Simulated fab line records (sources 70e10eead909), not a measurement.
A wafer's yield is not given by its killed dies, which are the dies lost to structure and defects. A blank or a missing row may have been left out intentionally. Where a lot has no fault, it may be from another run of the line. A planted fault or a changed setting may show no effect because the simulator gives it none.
Chamber matching	flow nand_harc	NHARC_A_BONDPAD_ETCH_34 on rie_diel-02: 4 sister chambers
The step etches the open film in N2/H2, target depth 60 nm, overetch 18 nm, time 65.91 s. 16 wafers are shown with their chamber, then 8 later ones without.

EACH WAFER AND ITS CHAMBER
wafer	chamber	rf_vpp_V (V)	h2_flow_sccm (sccm)	throttle_valve_pct (%)
L731.3	0	429.3	149.5	14.175
L731.4	3	432.7	149.8	14.180
L731.5	0	429.3	149.8	14.154
L739.2	2	429.0	150.1	14.173
L739.3	1	433.3	150.2	14.153
L739.4	3	430.9	150.2	14.159
L742.2	1	433.1	150.5	14.159
L742.4	2	428.0	150.2	14.168
L742.6	2	428.5	150.6	14.159
L744.1	3	431.1	151.0	14.174
L744.2	0	430.8	149.9	14.151
L744.5	3	430.0	150.2	14.175
L746.1	1	432.0	150.4	14.161
L746.4	0	429.8	149.0	14.180
L746.5	2	425.8	150.0	14.174
L750.2	1	432.5	150.4	14.151

SIGNATURES (means of the wafers above)
reading	chamber 0	chamber 1	chamber 2	chamber 3	scatter within a chamber
rf_vpp_V	429.800	432.725	427.825	431.175	1.01
h2_flow_sccm	149.550	150.375	150.225	150.300	0.354
throttle_valve_pct	14.16500	14.15600	14.16850	14.17200	0.00956
Rule: a wafer's distance from a chamber is the root of the sum, over the readings, of the square of ((its reading less the chamber's mean) divided by the reading's scatter). The wafer belongs to the nearest chamber; if the next one is less than 2 further off, it can't be placed. The scatter: the root of (the sum of the squares of (reading less its chamber's mean) over the shown wafers, divided by (wafers less chambers)).

WAFERS WITHOUT THEIR CHAMBER
wafer	rf_vpp_V (V)	h2_flow_sccm (sccm)	throttle_valve_pct (%)
L750.5	430.8	149.9	14.158
L750.6	432.7	150.8	14.181
L751.1	432.5	150.4	14.171
L751.2	433.7	150.4	14.178
L751.6	427.8	150.2	14.167
L753.1	428.6	149.8	14.189
L753.3	429.5	149.3	14.167
L753.4	430.3	149.8	14.177

WHICH CHAMBER EACH ONE RAN IN
wafer	from the rows above	in truth
L750.5	can't be placed: 0 or 3 or 1 or 2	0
L750.6	can't be placed: 3 or 1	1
L751.1	can't be placed: 3 or 1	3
L751.2	can't be placed: 1 or 3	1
L751.6	2	2
L753.1	can't be placed: 2 or 0 or 3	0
L753.3	0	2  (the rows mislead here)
L753.4	can't be placed: 0 or 3 or 2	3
1 of 8 placed correctly. Unplaceable from these rows: 6, with the true chamber sitting among the candidates in 6. Wrongly placed: 1.
